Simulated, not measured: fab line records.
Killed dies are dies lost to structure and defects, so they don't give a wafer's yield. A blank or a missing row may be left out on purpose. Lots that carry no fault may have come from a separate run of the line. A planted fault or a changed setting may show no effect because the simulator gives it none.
Struck lot and sound lot, side by side + flow n5-finfet + 16 out of 1938 route steps
Sound: the wafers L115.1, L115.3, L115.5. Struck: wafer L108.5 (L108.1, L108.2, from the same lot, were not struck and are left out); the cause is given at the end.
Order at every step that has rows: each side's tool, ch and its chambers, its first start. Under that, the readings that differ: sound wafers + struck wafers + difference of the means + sigmas: that difference in standard deviations of wafers without a fault.
alike: readings with means less than 2 such deviations apart, plus words and numbers identical on both sides. not compared: withheld readings, readings lacking a value on some wafer, bounds such as >300 that could conceal the same value, and numbers that have no deviation in the record and whose values overlap.
The two part at a step that has a row with sigmas, a row that says differs or no value, or rows on one side only. When numbers do not overlap yet have no deviation, they are printed without sigmas and do not part them. A reading missing from all wafers of one side parts the sides only when that side holds two or more wafers.

first, 4 steps without rows for these wafers: N5_BEOL_M2_SPUTTER_90 (material Cu, target thk 4.5 nm, time 8.29 s); N5_BEOL_M2_ANNEAL_91 (time 240 s); N5_BEOL_M2_SPUTTER_92 (material Cu, target thk 4.5 nm, time 8.29 s); N5_BEOL_M2_ANNEAL_93 (time 240 s).
N5_BEOL_M2_SPUTTER_94: material Cu, target thk 4.5 nm, time 8.29 s.
  struck on pvd-sputter-03, day 10 12:36; sound on pvd-sputter-02, day 12 09:18
  alike: throttle-valve-pct
then, 1 step without rows for these wafers: N5_BEOL_M2_ANNEAL_95 (time 240 s).
N5_BEOL_M2_SPUTTER_96: material Cu, target thk 4.5 nm, time 8.29 s.
  struck on pvd-sputter-03, day 10 12:49; sound on pvd-sputter-02, day 12 09:31
  alike: throttle-valve-pct
then, 1 step without rows for these wafers: N5_BEOL_M2_ECD_50 (material Cu, target thk 300 nm).
N5_BEOL_M2_ANNEAL_51: time 90 s.
  sound on rtp-anneal-01 ch 0, day 12 09:43; struck on rtp-anneal-01 ch 0, day 10 13:01
  alike: wafer_temp_C_max
N5_BEOL_M2_CMP_52: polishes, stops on SiOC, t overpolish 6.8 s, target thk 40 nm.
  sound on cmp-02 ch 1,2,3, day 12 10:05; struck on cmp-01 ch 3, day 10 13:22
  alike: barrier-field-endpoint-s, clearing-platen-down-force-psi, edge-zone-pressure-frac, motor-current-A, overpolish-run-s, slurry-flow-ml-min, time-to-endpoint-s
N5_BEOL_M2_THK_MEAS_53: measures by xrf.
  struck on film-metro-02, day 10 13:37; sound on film-metro-02, day 12 10:19
  alike: M2_THK
N5_BEOL_M2_PRE_CLEAN_60: time 15 s.
  sound on cvd-co-01 ch 0,2, day 12 10:21; struck on cvd-co-02 ch 2, day 10 13:39
  alike: heater-power-w
N5_BEOL_M2_CO_CAP_55: material Co, precursor CCTBA/H2, target thk 2 nm, time 102.1 s.
  sound on cvd-co-01 ch 0,2, day 12 10:23; struck on cvd-co-02 ch 2, day 10 13:41
| reading                                   | sound             | struck | difference | sigmas |
|-------------------------------------------|-------------------|--------|------------|--------|
| run-length-s (s)                          | 124.5 125.1 125.0 | 169.3  | +44.4      | +73    |
| model.Co_of_BEOL_M2_CO_CAP_55.thk-nm (nm) | 2.2 2.2 2.2       | 3      | +1         |        |
  alike: heater-power-w
then, 1 step without rows for these wafers: N5_BEOL_M2_PRE_CLEAN_56 (time 15 s).
N5_BEOL_M4_RC_MEAS_101:
  sound on prober-01 ch 0, day 13 04:20; struck on prober-01 ch 0, day 11 05:36
| reading       | sound          | struck | difference | sigmas |
|---------------|----------------|--------|------------|--------|
| DIBL_P (mV/V) | 34.8 34.6 33.2 | 40.5   | +6.3       | +3     |
| SS_P (mV/dec) | 72.9 72.5 72.1 | 74.3   | +1.8       | +2     |
  alike: DIBL_N, IOFF_N, IOFF_P, ION_N, ION_P, SS_N, VT_N, VT_P
-- here the record skips 4 days between the struck wafers' starts before and after, leaving off in module BEOL_M4 and picking up in module PASSIVATION (first step shown: number 1936 of the route) --
N5_PASSIVATION_PROBE_49:
  struck on prober-01, day 15 17:29; sound on prober-02, day 18 12:48
| reading               | sound       | struck | difference | sigmas |
|-----------------------|-------------|--------|------------|--------|
| sort_bin_6_memory (%) | 2.9 3.6 2.2 | 4.7    | +1.8       | +2     |
  alike: defect-limited-yield, killed_at_M0_to_M3, killed_at_M4_up, killed-at-contacts, killed-at-front-end, killed-at-other, killed-dies, killed-open, killed-short, sort_bin_4_leakage, sort_bin_5_function, sort-n-pass, sort-yield-pct

WHERE THEY PART
Last at N5_PASSIVATION_PROBE_49 as far as this record goes, first at N5_BEOL_M2_CO_CAP_55.

WHY: whatever the simulator had introduced
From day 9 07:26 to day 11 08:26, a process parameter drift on cvd-co-02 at N5_BEOL_M2_CO_CAP_55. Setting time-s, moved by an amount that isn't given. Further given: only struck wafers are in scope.
